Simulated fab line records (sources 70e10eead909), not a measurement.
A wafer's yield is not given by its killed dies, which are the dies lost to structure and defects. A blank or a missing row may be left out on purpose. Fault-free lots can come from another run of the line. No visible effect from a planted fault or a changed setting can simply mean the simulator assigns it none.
Chamber matching | flow nand_harc | 4 sister chambers for NHARC_A_CONTACT_ETCH_51 on rie_diel-07
The step etches the open film in O2/COS, target depth 7000 nm, time 1820 s. 16 wafers are shown with their chamber, then 7 later ones without.

## EACH WAFER AND ITS CHAMBER
wafer  | chamber | drypump_motor_current_A (A) | showerhead_plenum_p_Torr (Torr) | rf_vpp_V (V)
L414.2 | 2       | 6.6                         | 3.25                            | 317.0
L414.4 | 3       | 5.4                         | 3.12                            | 315.5
L414.6 | 0       | 5.7                         | 3.03                            | 311.1
L415.4 | 1       | 5.0                         | 3.05                            | 312.2
L415.5 | 3       | 5.4                         | 3.12                            | 315.0
L415.6 | 0       | 5.7                         | 3.03                            | 312.6
L418.1 | 3       | 5.4                         | 3.11                            | 314.8
L418.5 | 2       | 6.6                         | 3.24                            | 314.5
L428.2 | 2       | 6.7                         | 3.23                            | 315.4
L428.4 | 1       | 4.9                         | 3.04                            | 312.4
L428.5 | 1       | 5.0                         | 3.04                            | 311.9
L431.1 | 3       | 5.4                         | 3.11                            | 314.7
L431.2 | 1       | 4.9                         | 3.03                            | 312.3
L431.4 | 2       | 6.6                         | 3.23                            | 316.0
L432.2 | 2       | 6.6                         | 3.23                            | 315.8
L432.4 | 0       | 5.7                         | 3.02                            | 314.3

SIGNATURES (means of the wafers above)
reading                  | chamber 0 | chamber 1 | chamber 2 | chamber 3 | scatter within a chamber
drypump_motor_current_A  | 5.700     | 4.950     | 6.620     | 5.400     | 0.0387
showerhead_plenum_p_Torr | 3.0267    | 3.0400    | 3.2360    | 3.1150    | 0.00756
rf_vpp_V                 | 312.667   | 312.200   | 315.740   | 315.000   | 0.864
Rule: a wafer's distance from a chamber is the root of the sum, over the readings, of the square of ((its reading less the chamber's mean) divided by the reading's scatter). The wafer belongs to the nearest chamber; if the next one is less than 2 further off, it can't be placed. The scatter is the square root of a quotient: the sum, over the shown wafers, of each reading's squared deviation from its chamber's mean, divided by wafers minus chambers.

## WAFERS WITH NO CHAMBER GIVEN
wafer  | drypump_motor_current_A (A) | showerhead_plenum_p_Torr (Torr) | rf_vpp_V (V)
L432.6 | 4.9                         | 3.03                            | 314.1
L434.3 | 5.4                         | 3.10                            | 313.5
L434.4 | 5.7                         | 3.02                            | 313.2
L434.5 | 5.4                         | 3.10                            | 314.4
L436.2 | 5.7                         | 3.02                            | 313.0
L436.3 | 4.9                         | 3.03                            | 313.2
L436.5 | 4.9                         | 3.03                            | 312.7

## EACH ONE'S CHAMBER
wafer  | from the rows above | in truth
L432.6 | 1                   | 1
L434.3 | 3                   | 3
L434.4 | 0                   | 0
L434.5 | 3                   | 3
L436.2 | 0                   | 0
L436.3 | 1                   | 1
L436.5 | 1                   | 1
Correctly placed: 7 of 7. Not placeable from these rows: 0. Wrongly placed: 0.
